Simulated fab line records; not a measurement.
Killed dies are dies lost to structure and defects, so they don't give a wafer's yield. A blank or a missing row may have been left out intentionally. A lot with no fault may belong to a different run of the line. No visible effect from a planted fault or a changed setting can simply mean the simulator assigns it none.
Chamber matching | flow nand harc | NHARC_A_STAIRCASE_STRIP_476 on rie diel-13: 4 sister chambers
The step strips in O2, time 20 s. 4 wafers are shown with their chamber, then 9 later ones without.

## EACH WAFER AND ITS CHAMBER
wafer  | chamber | showerhead plenum p Torr (Torr)
L083.5 | 3       | 3.57
L084.3 | 2       | 3.49
L084.4 | 0       | 3.67
L084.6 | 1       | 3.36

## WAFERS WITH NO CHAMBER GIVEN
wafer  | showerhead plenum p Torr (Torr)
L085.1 | 3.49
L085.5 | 3.67
L085.6 | 3.57
L090.2 | 3.66
L090.4 | 3.48
L090.5 | 3.66
L091.1 | 3.48
L091.3 | 3.35
L091.4 | 3.66

## EACH ONE'S CHAMBER
wafer  | from the rows above | in truth
L085.1 | 2                   | 2
L085.5 | 0                   | 0
L085.6 | 3                   | 3
L090.2 | 0                   | 0
L090.4 | 2                   | 2
L090.5 | 0                   | 0
L091.1 | 2                   | 2
L091.3 | 1                   | 1
L091.4 | 0                   | 0
Correct placement for 9 of the 9. Left unplaced by these rows: 0. Number placed wrongly: 0.
How it was worked out, from the rows above alone: a wafer's distance from a chamber is the root of the sum, over the readings, of the square of ((its reading less the chamber's mean) divided by the reading's scatter). If the next closest chamber is less than 2 further off than the closest, the wafer can't be placed; otherwise it belongs to the closest. The mean given for a chamber averages the wafers shown for that chamber. The scatter: root of mean squared gap, hidden wafer to nearest shown wafer, with one shown wafer a chamber.
